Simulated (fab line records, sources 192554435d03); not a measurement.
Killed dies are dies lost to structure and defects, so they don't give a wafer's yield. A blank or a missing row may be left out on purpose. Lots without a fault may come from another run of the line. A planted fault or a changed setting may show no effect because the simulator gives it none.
Chamber matching | flow n5_finfet | N5_BEOL_M4_ALD_84 on ald_metal-02: 4 sister chambers
The step deposits TaN, pulse time 2 s, purge time 3 s, co reactant purge time 2 s. 4 wafers are shown with their chamber, then 12 later ones without.

WAFERS WITH THEIR CHAMBER
wafer  | chamber | heater_power_w (W)
L086.5 | 2       | 436
L086.6 | 1       | 421
L089.5 | 0       | 454
L089.6 | 3       | 384

WAFERS WITHOUT THEIR CHAMBER
wafer  | heater_power_w (W)
L091.2 | 436
L091.3 | 383
L091.6 | 375
L094.1 | 450
L094.2 | 416
L094.6 | 417
L095.2 | 422
L095.3 | 447
L095.5 | 447
L096.1 | 459
L096.2 | 421
L096.4 | 377

WHICH CHAMBER EACH WENT THROUGH
wafer  | from the rows above     | in truth
L091.2 | 2                       | 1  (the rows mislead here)
L091.3 | 3                       | 3
L091.6 | 3                       | 3
L094.1 | can't be placed: 0 or 2 | 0
L094.2 | 1                       | 1
L094.6 | 1                       | 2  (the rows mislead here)
L095.2 | 1                       | 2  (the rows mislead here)
L095.3 | can't be placed: 0 or 2 | 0
L095.5 | can't be placed: 0 or 2 | 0
L096.1 | 0                       | 0
L096.2 | 1                       | 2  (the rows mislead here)
L096.4 | 3                       | 3
Placed correctly: 5 of 12. Can't be placed from these rows: 3 (the true chamber is among the candidates in 3). Placed wrongly: 4.
How it was worked out, from the rows above alone: a wafer's distance from a chamber is the root of the sum, over the readings, of the square of ((its reading less the chamber's mean) divided by the reading's scatter). The wafer belongs to the nearest chamber; if the next one is less than 2 further off, it can't be placed. A chamber's mean is the mean of its shown wafers. The scatter: with one shown wafer a chamber, the root of the mean of the squares of how far each hidden wafer lies from its nearest shown one.
